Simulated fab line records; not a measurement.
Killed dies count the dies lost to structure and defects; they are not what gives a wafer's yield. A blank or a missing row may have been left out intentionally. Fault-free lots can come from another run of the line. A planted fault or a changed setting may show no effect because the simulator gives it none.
fab line records | flow n5-finfet
[record] lots = 8 | wafers = 24 | last-day = 17
route steps=1938 shown SD_EPI_N@279 SD_EPI_P@296 BEOL_M4@1111
lots that met no fault: from a run of the same line without faults
start-h: hours from the record's first day to the start of the lot's first wafer shown | wait-h: time in hours since the lot's previous step | " same as the row above | L1.1+2: one row covering several wafers at once | - either no value or no given start | * or withheld: withheld | < > ~ a bound
route shown NAME@n: a module of which the file shows steps, and the number in the route of the first | usual: mean/standard deviation taken from wafers without a fault | same: alike in all rows | chamber/n: place in a boat | sites: per-site readings | _std_site: their standard deviation | _edge_site: inner sites' mean taken away from outer sites' mean | radius-mm: how far each site lies from the wafer's centre | mask NAME#n: copy n | behind: the most recent tool/chamber to have shaped the wafer | hold: why the lot was held/for how many hours/how that ended | device: whichever transistor did not switch (one of n, p or np) | end of line: at the end of the route, the tests of the same wafers | a step with no rows: only its recipe | killed: the dies lost at the first sort to structure and to defects; this is not the yield of the wafer | map: shows each die of a wafer: x if killed, . if not, _ if none is there
set.NAME: the run value of the setting; set.NAME@STEP: its run value at that earlier step | model.NAME: the simulator's own value behind a step, which no gauge read
route steps across a sampled set of lots; one table per step, one row per wafer
services: when a tool's chamber went out of use (start-h, in hours from the record's first day, below 0 if earlier), for how many hours, and the reason
[[steps]]
[step N5_SD_EPI_N_ETCH_16]
[recipe] chemistry = CHF3/O2 | target = SiO2 | target-depth-a = 50 | mask-material = SOC | pressure-mtorr = 30 | source-w = 650 | bias-w = 170 | Ar_flow_sccm = 200 | CHF3_flow_sccm = 50 | O2_flow_sccm = 5 | ion-energy-ev = 200
[usual] CHF3_flow_sccm = 50.01/0.17 | drypump-motor-current-A = 5.8/0.47 | oes-product-au = 0.76/0.082 | rf-vpp-V = 527/5.7 | showerhead-plenum-p-Torr = 2.42/0.086 | throttle-valve-pct = 18.90/0.26
lot.wafer | tool        | chamber | start-h | wait-h | CHF3_flow_sccm | drypump-motor-current-A | oes-product-au | rf-hours-counter-h | rf-vpp-V | showerhead-plenum-p-Torr | throttle-valve-pct
L582.1    | rie-diel-06 | 0       | 62.79   | 0.1    | 50.21          | 5.8                     | 0.71           | 193                | 517      | 2.39                     | 19.18
L582.3    | "           | 2       | "       | "      | 49.85          | 5.1                     | 0.74           | 148                | 525      | 2.31                     | 19.15
L582.4    | "           | 0       | "       | "      | 49.93          | 5.8                     | 0.71           | -                  | 514      | 2.39                     | 19.18
L587.1    | rie-diel-02 | 1       | 94.11   | 0.1    | 49.99          | 6.6                     | 0.84           | 58                 | 526      | 2.53                     | 18.53
L587.2    | "           | 0       | "       | "      | 49.90          | 6.3                     | 0.78           | 144                | 531      | 2.41                     | 18.64
L587.5    | "           | 3       | "       | "      | 49.90          | 5.8                     | 0.69           | -                  | 527      | 2.39                     | 18.90
L589.4    | rie-diel-05 | 3       | 106.81  | 0.0    | 49.72          | 4.8                     | 0.72           | -                  | 528      | 2.50                     | 18.90
L589.5    | "           | 1       | "       | "      | 50.12          | 5.2                     | 0.87           | -                  | 538      | 2.45                     | 19.07
L589.6    | "           | 2       | "       | "      | 49.96          | 5.6                     | 0.67           | -                  | 520      | 2.28                     | 19.12
L592.1    | rie-diel-05 | 0       | 125.66  | 0.1    | 50.10          | 5.9                     | 0.98           | 3                  | 523      | 2.36                     | 18.43
L592.2    | "           | 3       | "       | "      | 50.06          | 4.8                     | 0.71           | 175                | 527      | 2.49                     | 18.91
L592.3    | "           | 1       | "       | "      | 50.01          | 5.2                     | 0.86           | 56                 | 537      | 2.44                     | 19.07
L595.2    | rie-diel-06 | 0       | 139.59  | 0.1    | 49.94          | 5.9                     | 0.69           | 216                | 515      | 2.38                     | 19.21
L595.3    | "           | 1       | "       | "      | 49.94          | 5.9                     | 0.68           | 237                | 524      | 2.28                     | 19.45
L595.5    | "           | 3       | "       | "      | 50.00          | 5.8                     | 0.90           | -                  | 533      | 2.56                     | 18.72
L599.1    | rie-diel-06 | 3       | 168.59  | 0.1    | 49.82          | 5.8                     | 0.89           | 31                 | 532      | 2.55                     | 18.73
L599.4    | "           | 2       | "       | "      | 50.23          | 5.1                     | 0.73           | 179                | 525      | 2.30                     | 19.21
L599.6    | "           | 1       | "       | "      | 49.77          | 5.9                     | 0.67           | -                  | 523      | 2.28                     | 19.45
L600.1    | rie-diel-02 | 2       | 169.57  | 0.1    | 50.18          | 5.9                     | 0.74           | 189                | 535      | 2.49                     | 18.80
L600.3    | "           | 0       | "       | "      | 50.24          | 6.4                     | 0.75           | 170                | 529      | 2.40                     | 18.68
L600.4    | "           | 1       | "       | "      | 49.91          | 6.6                     | 0.82           | 78                 | 528      | 2.52                     | 18.55
L602.3    | rie-diel-02 | 1       | 181.52  | 0.1    | 49.76          | 6.6                     | 0.81           | 82                 | 526      | 2.52                     | 18.56
L602.4    | "           | 0       | "       | "      | 49.81          | 6.4                     | 0.75           | -                  | 529      | 2.40                     | 18.70
L602.5    | "           | 1       | "       | "      | 50.06          | 6.6                     | 0.82           | -                  | 526      | 2.52                     | 18.54
[step N5_SD_EPI_P_COAT_35]
[recipe] resist = SiARC | temp-c = 220 | time-s = 60 | spin-rpm = 1500 | resist-thk-nm = 35
[usual] spin-speed-rpm = 1500.0/1.1
lot.wafer | tool           | chamber | start-h | wait-h | spin-speed-rpm
L582.1    | litho-track-03 | 0       | 66.17   | -      | 1499.2
L582.3    | "              | 0       | "       | "      | 1500.4
L582.4    | "              | 0       | "       | "      | 1499.6
L587.1    | litho-track-03 | 0       | 98.28   | -      | 1498.2
L587.2    | "              | 0       | "       | "      | 1500.4
L587.5    | "              | 0       | "       | "      | 1500.4
L589.4    | litho-track-03 | 0       | 110.90  | -      | 1125.3
L589.5    | "              | 0       | "       | "      | 1125.1
L589.6    | "              | 0       | "       | "      | 1124.2
L592.1    | litho-track-03 | 0       | 129.03  | -      | 1126.3
L592.2    | "              | 0       | "       | "      | 1127.0
L592.3    | "              | 0       | "       | "      | 1125.2
L595.2    | litho-track-01 | 0       | 143.49  | -      | 1500.1
L595.3    | "              | 0       | "       | "      | 1501.3
L595.5    | "              | 0       | "       | "      | 1499.7
L599.1    | litho-track-04 | 0       | 171.96  | -      | 1499.7
L599.4    | "              | 0       | "       | "      | 1500.1
L599.6    | "              | 0       | "       | "      | 1498.1
L600.1    | litho-track-01 | 0       | 172.95  | -      | 1499.2
L600.3    | "              | 0       | "       | "      | 1498.8
L600.4    | "              | 0       | "       | "      | 1500.5
L602.3    | litho-track-04 | 0       | 184.92  | -      | 1500.1
L602.4    | "              | 0       | "       | "      | 1498.9
L602.5    | "              | 0       | "       | "      | 1502.2
[step N5_SD_EPI_P_ETCH_36]
[recipe] chemistry = CF4 | target = SiARC | target-depth-a = 455 | mask-material = CAR-ArF-block | time-s = 75.8 | ion-energy-ev = 80 | pressure-mtorr = 40 | source-w = 545 | bias-w = 36 | Ar_flow_sccm = 100 | cf4-flow-sccm = 100 | ends = cleared
[usual] drypump-motor-current-A = 5.8/0.62 | etch-rf-on-time-s = 75.5/0.95 | oes-product-au = 0.64/0.07 | rf-vpp-V = 184.1/1.2 | showerhead-plenum-p-Torr = 2.14/0.081 | throttle-valve-pct = 15.64/0.2
lot.wafer | tool        | chamber | start-h | wait-h | drypump-motor-current-A | etch-rf-on-time-s | oes-product-au | rf-hours-counter-h | rf-vpp-V | showerhead-plenum-p-Torr | throttle-valve-pct
L582.1    | rie-diel-03 | 1       | 66.66   | 0.0    | 6.1                     | 76.9              | 0.64           | 115                | 186.0    | 2.24                     | 15.66
L582.3    | "           | 0       | "       | "      | 5.2                     | 75.3              | 0.64           | 136                | 184.2    | 2.07                     | 15.46
L582.4    | "           | 2       | "       | "      | 5.5                     | 76.6              | 0.64           | 156                | 183.9    | 2.14                     | 15.70
L587.1    | rie-diel-01 | 1       | 98.64   | 0.0    | 4.7                     | 76.0              | 0.59           | 235                | 184.4    | 2.20                     | 15.93
L587.2    | "           | 3       | "       | "      | 6.3                     | 74.9              | 0.69           | 79                 | 183.2    | 2.08                     | 15.36
L587.5    | "           | 2       | "       | "      | 6.5                     | 75.2              | 0.60           | -                  | 184.6    | 2.11                     | 15.91
L589.4    | rie-diel-03 | 3       | 111.26  | 0.0    | 6.5                     | 88.5              | 0.59           | 247                | 183.1    | 2.03                     | 15.72
L589.5    | "           | 0       | "       | "      | 5.1                     | 86.8              | 0.64           | -                  | 183.2    | 2.06                     | 15.48
L589.6    | "           | 3       | "       | "      | 6.5                     | 88.8              | 0.59           | -                  | 183.2    | 2.03                     | 15.71
L592.1    | rie-diel-04 | 3       | 129.62  | 0.0    | 6.8                     | 87.9              | 0.60           | 191                | 182.1    | 2.05                     | 15.49
L592.2    | "           | 0       | "       | "      | 5.4                     | 87.9              | 0.67           | 139                | 185.5    | 2.23                     | 15.73
L592.3    | "           | 1       | "       | "      | 5.4                     | 88.7              | 0.58           | 243                | 184.0    | 2.20                     | 15.92
L595.2    | rie-diel-04 | 1       | 144.54  | 0.0    | 5.4                     | 76.2              | 0.58           | 250                | 184.4    | 2.20                     | 15.93
L595.3    | "           | 0       | "       | "      | 5.4                     | 75.4              | 0.67           | 146                | 184.7    | 2.23                     | 15.74
L595.5    | "           | 0       | "       | "      | 5.4                     | 75.9              | 0.66           | -                  | 185.6    | 2.23                     | 15.75
L599.1    | rie-diel-03 | 2       | 172.47  | 0.0    | 5.5                     | 75.4              | 0.63           | 182                | 184.2    | 2.13                     | 15.73
L599.4    | "           | 1       | "       | "      | 6.1                     | 75.9              | 0.63           | 142                | 183.4    | 2.23                     | 15.71
L599.6    | "           | 3       | "       | "      | 6.4                     | 75.1              | 0.80           | -                  | 185.5    | 2.28                     | 15.23
L600.1    | rie-diel-01 | 3       | 173.44  | 0.0    | 6.2                     | 74.4              | 0.67           | 104                | 182.7    | 2.07                     | 15.40
L600.3    | "           | 1       | "       | "      | 4.7                     | 73.5              | 0.84           | 3                  | 184.6    | 2.19                     | 15.49
L600.4    | "           | 0       | "       | "      | 5.9                     | 73.1              | 0.82           | 19                 | 186.0    | 2.27                     | 15.31
L602.3    | rie-diel-04 | 2       | 185.60  | 0.0    | 6.1                     | 75.4              | 0.60           | 228                | 184.5    | 2.12                     | 15.79
L602.4    | "           | 0       | "       | "      | 5.4                     | 75.8              | 0.66           | 158                | 185.8    | 2.23                     | 15.78
L602.5    | "           | 0       | "       | "      | 5.4                     | 75.9              | 0.65           | -                  | 185.7    | 2.23                     | 15.76
[step N5_SD_EPI_P_ETCHBACK_46]
[recipe] chemistry = CH3F/O2 | mode = anisotropic-etchback | target = SiNx | target-depth-a = 175 | stop-on = SiO2 | over-etch-frac = 0.3 | ion-energy-ev = 120 | pressure-mtorr = 30 | source-w = 395 | bias-w = 73 | Ar_flow_sccm = 150 | CH3F_flow_sccm = 30 | O2_flow_sccm = 20
[usual] CH3F_flow_sccm = 30.01/0.094 | drypump-motor-current-A = 5.8/0.62 | oes-product-au = 0.64/0.065 | rf-vpp-V = 297/3.7 | showerhead-plenum-p-Torr = 1.99/0.08 | throttle-valve-pct = 16.38/0.22
lot.wafer | tool        | chamber | start-h | wait-h | CH3F_flow_sccm | drypump-motor-current-A | oes-product-au | rf-hours-counter-h | rf-vpp-V | showerhead-plenum-p-Torr | throttle-valve-pct
L582.1    | rie-diel-03 | 1       | 67.04   | 0.0    | 29.97          | 6.1                     | 0.65           | 115                | 302      | 2.09                     | 16.36
L582.3    | "           | 0       | "       | "      | 29.95          | 5.2                     | 0.64           | 136                | 295      | 1.92                     | 16.17
L582.4    | "           | 2       | "       | "      | 30.04          | 5.4                     | 0.64           | 156                | 297      | 2.00                     | 16.44
L587.1    | rie-diel-01 | 1       | 99.02   | 0.0    | 30.04          | 4.7                     | 0.59           | 235                | 300      | 2.06                     | 16.70
L587.2    | "           | 3       | "       | "      | 29.97          | 6.2                     | 0.69           | 79                 | 300      | 1.94                     | 16.09
L587.5    | "           | 2       | "       | "      | 29.95          | 6.6                     | 0.60           | -                  | 297      | 1.98                     | 16.69
L589.4    | rie-diel-03 | 3       | 111.64  | 0.0    | 30.08          | 6.4                     | 0.59           | 247                | 298      | 1.89                     | 16.45
L589.5    | "           | 0       | "       | "      | 30.02          | 5.1                     | 0.64           | -                  | 295      | 1.92                     | 16.17
L589.6    | "           | 3       | "       | "      | 29.95          | 6.4                     | 0.60           | -                  | 298      | 1.89                     | 16.44
L592.1    | rie-diel-04 | 3       | 130.01  | 0.0    | 29.99          | 6.8                     | 0.60           | 192                | 293      | 1.90                     | 16.20
L592.2    | "           | 0       | "       | "      | 29.94          | 5.4                     | 0.68           | 139                | 293      | 2.09                     | 16.48
L592.3    | "           | 1       | "       | "      | 30.19          | 5.4                     | 0.59           | 244                | 298      | 2.06                     | 16.66
L595.2    | rie-diel-04 | 1       | 144.92  | 0.0    | 30.12          | 5.4                     | 0.58           | 251                | 298      | 2.06                     | 16.68
L595.3    | "           | 0       | "       | "      | 29.90          | 5.4                     | 0.67           | 146                | 294      | 2.09                     | 16.49
L595.5    | "           | 0       | "       | "      | 29.84          | 5.4                     | 0.67           | -                  | 294      | 2.09                     | 16.50
L599.1    | rie-diel-03 | 2       | 172.85  | 0.0    | 29.93          | 5.4                     | 0.63           | 182                | 298      | 1.99                     | 16.49
L599.4    | "           | 1       | "       | "      | 29.96          | 6.1                     | 0.63           | 142                | 301      | 2.08                     | 16.42
L599.6    | "           | 3       | "       | "      | 29.99          | 6.4                     | 0.79           | -                  | 303      | 2.14                     | 15.96
L600.1    | rie-diel-01 | 3       | 173.82  | 0.0    | 30.07          | 6.2                     | 0.67           | 105                | 302      | 1.93                     | 16.15
L600.3    | "           | 1       | "       | "      | 29.98          | 4.7                     | 0.82           | 3                  | 298      | 2.05                     | 16.25
L600.4    | "           | 0       | "       | "      | 29.98          | 5.9                     | 0.80           | 19                 | 291      | 2.12                     | 16.02
L602.3    | rie-diel-04 | 2       | 185.99  | 0.0    | 30.01          | 6.1                     | 0.60           | 228                | 297      | 1.97                     | 16.53
L602.4    | "           | 0       | "       | "      | 29.88          | 5.4                     | 0.66           | 158                | 294      | 2.09                     | 16.52
L602.5    | "           | 0       | "       | "      | 29.91          | 5.4                     | 0.66           | -                  | 296      | 2.09                     | 16.52
[step N5_SD_EPI_P_ETCH_16]
[recipe] chemistry = CHF3/O2 | target = SiO2 | target-depth-a = 50 | mask-material = SOC | pressure-mtorr = 30 | source-w = 650 | bias-w = 170 | Ar_flow_sccm = 200 | CHF3_flow_sccm = 50 | O2_flow_sccm = 5 | ion-energy-ev = 200
[usual] CHF3_flow_sccm = 49.99/0.17 | drypump-motor-current-A = 5.8/0.62 | oes-product-au = 0.75/0.08 | rf-vpp-V = 523/6.2 | showerhead-plenum-p-Torr = 2.40/0.093 | throttle-valve-pct = 18.92/0.21
lot.wafer | tool        | chamber | start-h | wait-h | CHF3_flow_sccm | drypump-motor-current-A | oes-product-au | rf-hours-counter-h | rf-vpp-V | showerhead-plenum-p-Torr | throttle-valve-pct
L582.1    | rie-diel-03 | 1       | 67.24   | 0.1    | 50.37          | 6.1                     | 0.76           | 115                | 534      | 2.52                     | 18.92
L582.3    | "           | 0       | "       | "      | 50.05          | 5.1                     | 0.76           | 136                | 516      | 2.32                     | 18.72
L582.4    | "           | 2       | "       | "      | 50.18          | 5.5                     | 0.75           | 156                | 521      | 2.41                     | 18.98
L587.1    | rie-diel-01 | 1       | 99.22   | 0.1    | 50.10          | 4.7                     | 0.69           | 235                | 526      | 2.48                     | 19.27
L587.2    | "           | 3       | "       | "      | 50.10          | 6.2                     | 0.82           | 79                 | 534      | 2.34                     | 18.66
L587.5    | "           | 2       | "       | "      | 50.05          | 6.6                     | 0.69           | -                  | 524      | 2.38                     | 19.21
L589.4    | rie-diel-03 | 3       | 111.84  | 0.1    | 50.10          | 6.4                     | 0.68           | 247                | 524      | 2.28                     | 18.98
L589.5    | "           | 0       | "       | "      | 50.28          | 5.1                     | 0.74           | -                  | 516      | 2.32                     | 18.71
L589.6    | "           | 3       | "       | "      | 49.98          | 6.4                     | 0.69           | -                  | 524      | 2.28                     | 18.97
L592.1    | rie-diel-04 | 3       | 130.21  | 0.1    | 49.97          | 6.8                     | 0.70           | 192                | 518      | 2.30                     | 18.72
L592.2    | "           | 0       | "       | "      | 49.99          | 5.4                     | 0.78           | 139                | 520      | 2.52                     | 19.07
L592.3    | "           | 1       | "       | "      | 50.05          | 5.4                     | 0.69           | 244                | 527      | 2.48                     | 19.19
L595.2    | rie-diel-04 | 1       | 145.12  | 0.1    | 49.84          | 5.4                     | 0.67           | 251                | 526      | 2.48                     | 19.23
L595.3    | "           | 0       | "       | "      | 49.84          | 5.4                     | 0.78           | 147                | 518      | 2.51                     | 19.05
L595.5    | "           | 0       | "       | "      | 49.83          | 5.4                     | 0.77           | -                  | 519      | 2.51                     | 19.06
L599.1    | rie-diel-03 | 2       | 173.05  | 0.1    | 50.23          | 5.4                     | 0.73           | 182                | 522      | 2.40                     | 19.02
L599.4    | "           | 1       | "       | "      | 50.30          | 6.1                     | 0.73           | 142                | 532      | 2.51                     | 18.96
L599.6    | "           | 3       | "       | "      | 49.70          | 6.4                     | 0.94           | -                  | 533      | 2.57                     | 18.56
L600.1    | rie-diel-01 | 3       | 174.02  | 0.1    | 49.78          | 6.2                     | 0.78           | 105                | 532      | 2.33                     | 18.70
L600.3    | "           | 1       | "       | "      | 50.09          | 4.7                     | 0.97           | 3                  | 525      | 2.47                     | 18.87
L600.4    | "           | 0       | "       | "      | 49.94          | 5.9                     | 0.95           | 19                 | 518      | 2.55                     | 18.59
L602.3    | rie-diel-04 | 2       | 186.19  | 0.1    | 49.99          | 6.2                     | 0.70           | 228                | 522      | 2.38                     | 19.05
L602.4    | "           | 0       | "       | "      | 50.02          | 5.4                     | 0.77           | 158                | 520      | 2.51                     | 19.07
L602.5    | "           | 0       | "       | "      | 50.18          | 5.4                     | 0.77           | -                  | 519      | 2.51                     | 19.08
[step N5_BEOL_M4_RC_MEAS_101]
[usual] DIBL_N = 35.9/1.4 | DIBL_P = 35.9/1.7 | IOFF_N = 0.155/0.023 | IOFF_P = 0.201/0.029 | ION_N = 672/8.8 | ION_P = 460/7 | SS_N = 71.6/0.48 | SS_P = 73.1/0.64 | VT_N = 250.0/3 | VT_P = -251.6/3
lot.wafer | tool      | chamber | start-h | wait-h | DIBL_N[mV/V] | DIBL_P[mV/V] | IOFF_N[nA/um] | IOFF_P[nA/um] | ION_N[uA/um] | ION_P[uA/um] | SS_N[mV/dec] | SS_P[mV/dec] | VT_N[mV] | VT_P[mV]
L582.1    | prober-02 | 0       | 182.94  | 0.0    | 35.3         | 34.0         | 0.146         | 0.207         | 672          | 469          | 71.8         | 72.6         | 252.7    | -248.6
L582.3    | "         | 0       | "       | "      | 35.4         | 34.6         | 0.144         | 0.206         | 670          | 462          | 71.1         | 73.0         | 250.4    | -247.5
L582.4    | "         | 0       | "       | "      | 36.0         | 36.0         | 0.163         | 0.232         | 688          | 475          | 72.0         | 73.2         | 248.6    | -247.8
L587.1    | prober-02 | 0       | 216.75  | 0.0    | 33.8         | 33.6         | 0.126         | 0.147         | 669          | 453          | 70.9         | 72.7         | 251.1    | -256.9
L587.2    | "         | 0       | "       | "      | 35.1         | 34.5         | 0.141         | 0.155         | 669          | 443          | 71.8         | 72.7         | 251.5    | -256.8
L587.5    | "         | 0       | "       | "      | 34.4         | 34.1         | 0.131         | 0.148         | 665          | 448          | 70.8         | 72.1         | 252.5    | -256.1
L589.4    | prober-02 | 0       | 234.46  | 0.5    | 33.1         | 31.8         | 0.114         | 0.162         | 657          | 454          | 71.0         | 72.5         | 251.4    | -253.1
L589.5    | "         | 0       | "       | "      | 35.3         | 34.6         | 0.157         | 0.205         | 674          | 459          | 71.5         | 73.1         | 247.7    | -252.2
L589.6    | "         | 0       | "       | "      | 33.2         | 32.0         | 0.117         | 0.164         | 674          | 458          | 69.9         | 71.5         | 253.3    | -252.7
L592.1    | prober-02 | 0       | 245.48  | 0.0    | 36.2         | 34.6         | 0.138         | 0.180         | 671          | 461          | 70.9         | 72.2         | 249.2    | -253.5
L592.2    | "         | 0       | "       | "      | 35.2         | 33.5         | 0.123         | 0.166         | 666          | 453          | 70.5         | 72.1         | 253.1    | -256.0
L592.3    | "         | 0       | "       | "      | 37.1         | 35.2         | 0.146         | 0.188         | 672          | 462          | 71.4         | 72.7         | 251.4    | -252.9
L595.2    | prober-02 | 0       | 274.49  | 0.2    | 35.5         | 36.6         | 0.145         | 0.221         | 674          | 471          | 71.6         | 73.2         | 250.0    | -247.2
L595.3    | "         | 0       | "       | "      | 36.6         | 37.4         | 0.164         | 0.237         | 683          | 474          | 72.0         | 73.5         | 247.9    | -245.8
L595.5    | "         | 0       | "       | "      | 37.5         | 38.9         | 0.188         | 0.267         | 684          | 476          | 71.8         | 73.9         | 245.9    | -244.8
L600.1    | prober-02 | 0       | 286.47  | 0.0    | 39.1         | 39.8         | 0.211         | 0.260         | 682          | 462          | 72.3         | 74.4         | 243.3    | -250.6
L600.3    | "         | 0       | "       | "      | 38.5         | 39.4         | 0.195         | 0.250         | 685          | 464          | 72.4         | 73.7         | 248.6    | -249.5
L600.4    | "         | 0       | "       | "      | 37.6         | 38.0         | 0.187         | 0.231         | 686          | 469          | 71.8         | 73.0         | 243.6    | -249.3
L599.1    | prober-01 | 0       | 286.94  | 0.0    | 36.6         | 37.5         | 0.168         | 0.213         | 682          | 461          | 72.3         | 73.8         | 248.7    | -250.7
L599.4    | "         | 0       | "       | "      | 36.3         | 37.9         | 0.170         | 0.217         | 676          | 460          | 72.0         | 74.1         | 248.1    | -251.7
L599.6    | "         | 0       | "       | "      | 35.4         | 36.6         | 0.149         | 0.199         | 668          | 461          | 72.8         | 73.7         | 250.8    | -250.6
L602.3    | prober-01 | 0       | 306.07  | 0.6    | 35.9         | 35.7         | 0.155         | 0.183         | 679          | 461          | 71.4         | 72.8         | 248.4    | -253.1
L602.4    | "         | 0       | "       | "      | 37.2         | 35.9         | 0.157         | 0.196         | 670          | 454          | 71.7         | 73.5         | 250.7    | -252.3
L602.5    | "         | 0       | "       | "      | 34.9         | 34.2         | 0.132         | 0.171         | 666          | 451          | 70.5         | 73.4         | 252.3    | -254.2
[[services]]
tool        | chamber | start-h | hours | kind
rie-diel-01 | -       | 40.54   | 1.4   | repair
rie-diel-05 | 1       | 40.94   | 2.4   | repair
rie-diel-06 | 3       | 40.94   | 4.9   | repair
rie-diel-01 | -       | 45.33   | 4.0   | pm
rie-diel-05 | 2       | 52.94   | 3.9   | repair
rie-diel-06 | 0       | 52.95   | 4.0   | repair
rie-diel-06 | 0       | 71.63   | 6.5   | repair
rie-diel-02 | -       | 77.79   | 0.1   | repair
rie-diel-04 | 0       | 78.56   | 1.2   | repair
rie-diel-02 | -       | 80.40   | 2.8   | pm
rie-diel-05 | 3       | 85.44   | 2.8   | repair
rie-diel-06 | 1       | 99.50   | 6.9   | repair
rie-diel-03 | 3       | 122.82  | -     | clean
rie-diel-03 | 3       | 122.82  | -     | consumable-replace:focus-ring
rie-diel-03 | 3       | 122.82  | -     | consumable-replace:showerhead
rie-diel-03 | 3       | 122.82  | 24.2  | scheduled-down
rie-diel-03 | 3       | 122.82  | 24.2  | vent-cycle
rie-diel-03 | -       | 123.29  | 14.6  | pm
rie-diel-04 | 2       | 124.85  | 24.6  | repair
rie-diel-04 | 1       | 149.68  | -     | clean
rie-diel-04 | 1       | 149.68  | -     | consumable-replace:focus-ring
rie-diel-04 | 1       | 149.68  | 11.9  | scheduled-down
rie-diel-04 | 0       | 161.53  | 6.6   | repair
rie-diel-03 | 1       | 175.27  | 12.3  | repair
[[key]]
[first-sign] step = N5_SD_EPI_P_COAT_35 | reading = spin-speed-rpm | direction = down | sigmas = 99+ | usual = * | struck = *
[effect] step = N5_SD_EPI_P_ETCH_36 | reading = etch-rf-on-time-s | direction = up | sigmas = 13 | usual = * | struck = *
met-at N5_SD_EPI_P_COAT_35
struck-lots L589,L592
not-acting-at N5_SD_EPI_N_ETCH_16,N5_SD_EPI_P_ETCHBACK_46,N5_SD_EPI_P_ETCH_16
onset-between 98.28 110.90
[fault] kind = process-parameter-drift | tool = litho-track-03 | chamber = - | onset-h = 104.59 | steps = N5_SD_EPI_P_COAT_35 | channel = spin-rpm | offset = * | shape = step | end-h = 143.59 | acts-in = * | stated = *
